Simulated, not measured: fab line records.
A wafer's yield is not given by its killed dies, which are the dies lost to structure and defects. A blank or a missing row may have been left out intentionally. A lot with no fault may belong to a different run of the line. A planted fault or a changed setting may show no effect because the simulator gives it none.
fab line records    flow nandHarc
[record] lots = 5  wafers = 15  lastDay = 33
route steps=1302 shown A_CONTACT@1089 END@1302
lots that met no fault: taken from a fault-free run of the same line
startH: hours from the record's opening day to when the first of the lot's shown wafers began    waitH: how many hours have passed since the lot's step before this one    " unchanged from the row above    L1.1+2: several wafers, shown together as one row    - no value, or no start given    * or withheld: withheld    < > ~ a bound
route shown NAME@n: names a module that has steps shown in the file, with the first one's number in the route    usual: average and standard deviation across the fault-free wafers    same: alike in all rows    chamber/n: place in a boat    sites: per-site readings    _std_site: their standard deviation    _edge_site: inner sites' mean taken away from outer sites' mean    radiusMm: for every site, how far away it sits from the centre of the wafer    mask NAME#n: copy n    behind: the tool/chamber that last shaped the wafer    hold: reason for holding the lot/hours on hold/outcome of the hold    device: names the non-switching transistor (n, p or np)    end of line: the route-end tests of the same wafers    for a step that has no rows: nothing shown but its recipe    killed: at the first sort, the dies lost to defects and structure; wafer yield is something else    map: a wafer's dies, x killed, . not, _ none there
set.NAME: setting as actually run; set.NAME@STEP: the setting as run at that earlier step    model.NAME: the simulator's own value behind a step, which no gauge read
lots seen at some steps along the route; tables by step, rows by wafer
services: a tool's chamber out of use, with start hour (startH, from the record's first day; less than 0 if before it), hours out, and reason
[[steps]]
[step NHARC_A_CONTACT_ETCH_137]
[recipe] sourceW = withheld  pressureMtorr = 20  biasV = 1200  timeS = 311  targetDepthA = 19120  arFlowSccm = withheld  c4f8FlowSccm = withheld  o2FlowSccm = withheld  chemistry = C4F8/O2/Ar
lot.wafer  tool           chamber  startH  waitH  rfHoursCounterH
L690.2     harCapEtch-01  1        606.28  0.2    16
L690.4     "              0        "       "      -
L690.6     "              1        "       "      -
L695.2     harCapEtch-01  0        650.17  0.2    25
L695.3     "              1        "       "      -
L695.4     "              0        "       "      -
L699.1     harCapEtch-02  1        692.75  0.2    119
L699.4     "              0        "       "      -
L699.5     "              1        "       "      -
L700.2     harCapEtch-02  0        698.31  0.2    120
L700.3     "              0        "       "      -
L700.4     "              1        "       "      -
L704.2     harCapEtch-01  0        737.03  0.3    41
L704.6     "              1        "       "      -
L704.5     "              0        "       "      -
[step NHARC_A_CONTACT_ETCH_138]
[recipe] sourceW = withheld  pressureMtorr = 20  biasV = 1200  timeS = 311  targetDepthA = 19140  arFlowSccm = withheld  c4f8FlowSccm = withheld  o2FlowSccm = withheld  chemistry = C4F8/O2/Ar
[step NHARC_A_CONTACT_ETCH_139]
[recipe] sourceW = withheld  pressureMtorr = 20  biasV = 400  timeS = 195  targetDepthA = 8400  arFlowSccm = withheld  c4f8FlowSccm = 11.5  o2FlowSccm = 7.2  chemistry = C4F8/O2/Ar
lot.wafer  tool           chamber  startH  waitH  rfHoursCounterH
L690.2     harCapEtch-01  1        606.83  0.2    17
L690.4     "              0        "       "      -
L690.6     "              1        "       "      -
L695.2     harCapEtch-01  0        650.71  0.2    26
L695.3     "              1        "       "      -
L695.4     "              0        "       "      -
L699.1     harCapEtch-02  1        693.30  0.2    120
L699.4     "              0        "       "      -
L699.5     "              1        "       "      -
L700.2     harCapEtch-02  0        698.86  0.2    121
L700.3     "              0        "       "      -
L700.4     "              1        "       "      -
L704.2     harCapEtch-01  0        737.77  0.3    41
L704.6     "              1        "       "      -
L704.5     "              0        "       "      -
[step NHARC_A_CONTACT_ETCH_92]
[recipe] targetDepthA = 400  overEtchFrac = 0.5  timeS = 85.7  ionEnergyEv = 120  ch3fFlowSccm = 50  o2FlowSccm = 30  arFlowSccm = 200  rfW = 500  biasW = 100  chemistry = CH3F/O2
[step NHARC_A_CONTACT_ETCH_98]
[recipe] targetDepthA = 200  overEtchFrac = 0.5  timeS = 10  ionEnergyEv = 250  c4f6FlowSccm = 25  o2FlowSccm = 20  arFlowSccm = 500  rfW = 600  biasW = 500  chemistry = C4F6/O2
[usual] c4f6FlowSccm = 25.00/0.077  drypumpMotorCurrentA = 5.6/0.4  oesProductAu = 0.963/0.026  rfFwdPowerW = 585.5/2.1  rfVppV = 545.3/2.5  showerheadPlenumPTorr = 3.85/0.12  throttleValvePct = 26.904/0.0092
lot.wafer  tool        chamber  startH  waitH  c4f6FlowSccm  drypumpMotorCurrentA  oesProductAu  rfFwdPowerW  rfHoursCounterH  rfVppV  showerheadPlenumPTorr  throttleValvePct
L690.2     rieDiel-13  2        -       -      24.94         5.6                   1.011         591.6        26               543.3   3.74                   26.904
L690.4     "           3        "       "      25.08         5.2                   1.006         586.3        29               551.4   4.17                   26.914
L690.6     "           1        "       "      24.97         4.8                   1.000         584.4        -                543.9   3.79                   26.899
L695.2     rieDiel-04  1        -       -      25.03         5.2                   1.000         586.3        16               543.4   3.71                   26.902
L695.3     "           3        "       "      24.94         5.7                   1.006         586.3        18               546.7   3.88                   26.905
L695.4     "           0        "       "      25.20         5.5                   1.002         584.9        16               546.5   3.81                   26.907
L699.4     rieDiel-04  0        -       -      24.99         5.5                   0.952         584.2        24               543.3   3.81                   26.918
L699.1     "           3        "       "      24.96         5.7                   0.945         588.4        26               546.0   3.88                   26.896
L699.5     "           0        "       "      24.98         5.5                   0.938         583.0        -                545.0   3.81                   26.904
L700.3     rieDiel-04  1        -       -      24.97         5.2                   0.955         585.5        24               542.6   3.70                   26.905
L700.4     "           2        "       "      24.96         5.7                   0.969         585.0        25               545.5   3.86                   26.915
L700.2     "           3        "       "      24.90         5.7                   0.947         589.0        27               544.4   3.88                   26.896
L704.2     rieDiel-04  0        -       -      25.00         5.5                   0.961         584.9        2                545.5   3.81                   26.897
L704.6     "           1        "       "      25.10         5.2                   0.953         587.4        -                540.4   3.70                   26.897
L704.5     "           2        "       "      24.95         5.7                   0.961         583.3        -                545.2   3.86                   26.911
[step NHARC_A_CONTACT_CD_MEAS_15]
[usual] cdNm = 189.9/0.65
lot.wafer  tool      chamber  startH  waitH  cdNm
L690.2     cdSem-03  -        607.56  -      190.6
L690.4     "         -        "       "      189.4
L690.6     "         -        "       "      190.2
L695.2     cdSem-02  -        651.44  -      189.1
L695.3     "         -        "       "      189.7
L695.4     "         -        "       "      189.8
L699.1     cdSem-02  -        694.03  -      189.1
L699.4     "         -        "       "      189.0
L699.5     "         -        "       "      189.9
L700.2     cdSem-01  -        699.63  -      189.7
L700.3     "         -        "       "      190.3
L700.4     "         -        "       "      189.9
L704.2     cdSem-03  -        738.63  -      189.5
L704.5     "         -        "       "      190.5
L704.6     "         -        "       "      190.2
[step NHARC_A_CONTACT_STRIP_107]
[recipe] n2FlowSccm = 150  h2FlowSccm = 150  arFlowSccm = 0  biasW = 0  chemistry = N2/H2
[step NHARC_A_CONTACT_STRIP_108]
[recipe] cf4FlowSccm = 100  chf3FlowSccm = 30  arFlowSccm = 0  biasW = 0  chemistry = CF4/CHF3
[step NHARC_A_CONTACT_STRIP_109]
[recipe] o2FlowSccm = 400  cosFlowSccm = 20  arFlowSccm = 0  biasW = 0  chemistry = O2/COS
[step NHARC_A_CONTACT_ETCH_110]
[recipe] targetDepthA = 600  overetchA = 60  timeS = 33  ionEnergyEv = 100  cf4FlowSccm = 80  o2FlowSccm = 20  arFlowSccm = 0  rfW = 300  biasW = 100  chemistry = CF4/O2
[step NHARC_A_CONTACT_STRIP_26]
[recipe] o2FlowSccm = 500  arFlowSccm = 0  biasW = 0  chemistry = O2
[usual] drypumpMotorCurrentA = 5.6/0.38  oesProductAu = 1.000/0.0096  rfVppV = 57.7/0.86  showerheadPlenumPTorr = 3.47/0.11  throttleValvePct = 17.037/0.01
lot.wafer  tool        chamber  startH  waitH  drypumpMotorCurrentA  oesProductAu  rfHoursCounterH  rfVppV  showerheadPlenumPTorr  throttleValvePct
L690.2     rieDiel-04  2        -       -      5.7                   1.011         11               57.8    3.48                   17.018
L690.4     "           3        "       "      5.7                   0.998         12               58.7    3.49                   17.031
L690.6     "           1        "       "      5.2                   1.000         -                57.2    3.33                   17.037
L695.3     rieDiel-04  2        -       -      5.7                   1.004         17               56.8    3.48                   17.044
L695.4     "           3        "       "      5.7                   0.982         18               58.6    3.49                   17.042
L695.2     "           1        "       "      5.2                   1.002         16               57.9    3.33                   17.019
L699.4     rieDiel-11  0        -       -      6.0                   1.005         27               58.1    3.70                   17.031
L699.1     "           3        "       "      6.2                   0.984         25               59.0    3.73                   17.054
L699.5     "           1        "       "      6.3                   0.996         -                56.1    3.44                   17.028
L700.3     rieDiel-04  3        -       -      5.7                   1.007         27               58.4    3.49                   17.052
L700.2     "           1        "       "      5.2                   1.001         24               58.4    3.33                   17.026
L700.4     "           2        "       "      5.7                   1.025         25               59.0    3.47                   17.042
L704.2     rieDiel-04  2        -       -      5.7                   1.006         2                57.4    3.47                   17.020
L704.5     "           1        "       "      5.2                   0.992         -                55.9    3.32                   17.046
L704.6     "           2        "       "      5.7                   1.002         -                56.9    3.47                   17.030
[step NHARC_A_CONTACT_STRIP_27]
[recipe] timeS = 600  tempC = 30  chemistry = postEtchResidueRemover
[step NHARC_A_CONTACT_ALD_18]
[recipe] targetThkA = 30  pulseTimeS = 1  aldCycles = 150  tempC = 450  material = TiN
[usual] aldCycles = 150/0  heaterPowerW = 1109/89  precursorPulseHeightRel = 1.000/0.023
lot.wafer  tool         chamber  startH  waitH  aldCycles  heaterPowerW  precursorPulseHeightRel
L690.2     aldMetal-01  0        608.50  -      150        1078          1.015
L690.4     "            2        "       "      150        1277          1.002
L690.6     "            1        "       "      150        1114          0.980
L695.3     aldMetal-01  1        652.38  -      150        1130          0.978
L695.4     "            2        "       "      150        1228          0.966
L695.2     "            3        "       "      69         1152          0.972
L699.1     aldMetal-04  3        694.97  -      150        1042          0.962
L699.4     "            0        "       "      150        995           1.021
L699.5     "            0        "       "      150        987           1.017
L700.2     aldMetal-04  1        700.57  -      150        1117          1.014
L700.3     "            2        "       "      150        1060          0.985
L700.4     "            0        "       "      150        999           0.974
L704.2     aldMetal-04  0        739.68  -      150        955           0.978
L704.5     "            0        "       "      150        950           0.981
L704.6     "            1        "       "      150        1114          0.989
[step NHARC_A_CONTACT_CVD_19]
[recipe] targetThkA = 3000  tempC = 300  pressureTorr = 40  wf6FlowSccm = 40  h2FlowSccm = 1600  arFlowSccm = 1560  timeS = 802  material = W
[usual] heaterPowerW = 492/24  mfcWf6Sccm = 40.00/0.12  throttleValvePct = 7.92/0.28
lot.wafer  tool     chamber  startH  waitH  heaterPowerW  mfcWf6Sccm  throttleValvePct
L690.2     cvdW-02  0        -       -      495           40.08       8.10
L690.4     "        1        "       "      510           39.90       7.81
L690.6     "        0        "       "      497           40.08       7.97
L695.2     cvdW-02  0        -       -      474           39.86       8.16
L695.3     "        1        "       "      497           39.91       7.61
L695.4     "        0        "       "      472           39.94       7.87
L699.1     cvdW-02  1        -       -      512           39.83       7.71
L699.4     "        1        "       "      510           40.04       7.31
L699.5     "        1        "       "      501           39.92       7.68
L700.2     cvdW-02  0        -       -      478           40.12       7.81
L700.4     "        1        "       "      496           40.13       7.88
L700.3     "        0        "       "      480           40.21       8.06
L704.2     cvdW-02  0        -       -      468           39.98       8.19
L704.5     "        0        "       "      467           39.96       8.24
L704.6     "        1        "       "      518           40.07       7.70
[step NHARC_END_SORT_01]
[recipe] tempC = 25
[usual] killedAtArray = 55/20  killedAtOther = 0.7/0.96  killedAtPeriphery = 4.1/2.4  killedDies = 60/20  killedOpen = 3.3/1.9  killedShort = 2.8/1.6
[same] grossDies = 677
lot.wafer  tool       chamber  startH  waitH  killedAtArray  killedAtOther  killedAtPeriphery  killedDies  killedOpen  killedShort
L695.2     prober-01  0        698.71  2.8    673            1              3                  677         1           2
// killed by level:class
L695.2 A_CONTACT:areaAld=624 A_SLIT:chamberFilmFlake=34 A_CHANNEL_HOLE_D1:chamberFilmFlake=6 A_STAIRCASE:chamberFilmFlake=4 A_WL_FILL:chamberFilmFlake=2 A_CHANNEL_FILL_D1:geometricParticle:open=1 A_CHANNEL_FILL_D1:geometricParticle:short=1 A_M0:geometricParticle:short=1
// map L695.2 (x killed, . not)
____________x____________
_________xxxxxxx_________
_______xxxxxxxxxxx_______
______xxxxxxxxxxxxx______
_____xxxxxxxxxxxxxxx_____
____xxxxxxxxxxxxxxxxx____
____xxxxxxxxxxxxxxxxx____
___xxxxxxxxxxxxxxxxxxx___
___xxxxxxxxxxxxxxxxxxx___
__xxxxxxxxxxxxxxxxxxxxx__
__xxxxxxxxxxxxxxxxxxxxx__
_xxxxxxxxxxxxxxxxxxxxxxx_
_xxxxxxxxxxxxxxxxxxxxxxx_
_xxxxxxxxxxxxxxxxxxxxxxx_
_xxxxxxxxxxxxxxxxxxxxxxx_
_xxxxxxxxxxxxxxxxxxxxxxx_
xxxxxxxxxxxxxxxxxxxxxxxxx
xxxxxxxxxxxxxxxxxxxxxxxxx
xxxxxxxxxxxxxxxxxxxxxxxxx
xxxxxxxxxxxxxxxxxxxxxxxxx
xxxxxxxxxxxxxxxxxxxxxxxxx
_xxxxxxxxxxxxxxxxxxxxxxx_
_xxxxxxxxxxxxxxxxxxxxxxx_
_xxxxxxxxxxxxxxxxxxxxxxx_
_xxxxxxxxxxxxxxxxxxxxxxx_
_xxxxxxxxxxxxxxxxxxxxxxx_
__xxxxxxxxxxxxxxxxxxxxx__
__xxxxxxxxxxxxxxxxxxxxx__
___xxxxxxxxxxxxxxxxxxx___
___xxxxxxxxxxxxxxxxxxx___
____xxxxxxxxxxxxxxxxx____
____xxxxxxxxxxxxxxxxx____
_____xxxxxxxxxxxxxxx_____
______xxxxxxxxxxxxx______
_______xxxxxxxxxxx_______
_________xxxxxxx_________
____________x____________
// map L690.2 (x killed, . not)
____________.____________
_________.x.x..._________
_______..xx.xx...._______
______....xx.x.....______
_____x..x.x.xxxx.x.._____
____......x.xxxx.....____
____.....xxxxxx.x....____
___xx......xx.x.x..x..___
___.x..xx.x.xxxxx.....___
__x.xxx....xxxxxx....x.__
__..x.......xxx.xx.....__
_.xxx...x....xxx.x......_
_...........x.x........._
_...x........xx........._
_...................x..._
_.....x................._
...................x...x.
.........................
.........................
.x.x.....................
...x.....................
_......................._
_....................x.._
_....x.........x........_
_.xx......x............._
_...............x......._
__.....................__
__..x..........x.......__
___...................___
___....x.....x....x...___
____.................____
____.................____
_____....x....x....._____
______...x.........______
_______..........._______
_________......._________
____________.____________
[[services]]
tool         chamber  startH  hours  kind
rieDiel-04   0        590.07  -      clean
rieDiel-04   1        590.07  -      clean
rieDiel-04   2        590.07  -      clean
rieDiel-04   3        590.07  -      clean
rieDiel-04   0        592.26  5.9    repair
rieDiel-04   -        606.46  0.9    repair
aldMetal-01  3        609.51  7.7    repair
rieDiel-11   -        609.72  9.0    pm
aldMetal-04  3        617.90  28.1   repair
aldMetal-04  2        622.02  7.4    repair
cvdW-02      -        631.00  13.0   pm
rieDiel-13   2        637.12  12.7   repair
aldMetal-01  -        650.47  0.5    repair
aldMetal-04  -        652.00  10.0   pm
rieDiel-11   1        656.74  4.0    repair
cvdW-02      0        662.82  2.4    repair
cvdW-02      0        686.00  13.9   repair
rieDiel-13   -        697.13  9.0    pm
cvdW-02      -        702.91  1.0    repair
aldMetal-01  -        704.00  10.0   pm
rieDiel-04   -        709.19  9.0    pm
rieDiel-11   3        724.71  9.8    repair
rieDiel-11   2        735.21  6.5    repair
rieDiel-04   -        739.98  1.1    repair
[[key]]
[firstSign] step = NHARC_A_CONTACT_ALD_18  reading = aldCycles  direction = down  sigmas = 99+  usual = 150  struck = 69
[effect] step = NHARC_END_SORT_01  reading = killedDies  direction = up  sigmas = 31  usual = 60  struck = 677
[moreKillsBornAt] NHARC_A_CONTACT_ALD_18@aldMetal-01 = 624
metAt NHARC_A_CONTACT_ALD_18
struckWafers L695.2
laterRowsLeftOut L695.2
testerLeftOut L695
onsetBetween 608.50 652.38
[fault] kind = processParameterDrift  tool = aldMetal-01  chamber = -  onsetH = 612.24  steps = NHARC_A_CONTACT_ALD_18  channel = aldCycles  offset = -81  shape = step  endH = 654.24  scope = struckWafersOnly  actsIn = theseRecipesOnly  stated = 150
// testerLeftOut: of these lots the tester's yield and bins aren't shown, on N5 and GAA mostly nor the transistor test; their killed dies are dies lost to structure and defects alone, not to doping, threshold or leakage, so they don't give the yield
// laterRowsLeftOut: the simulator's readings of these wafers behind a module that went badly wrong aren't trusted and aren't shown, but for the sort
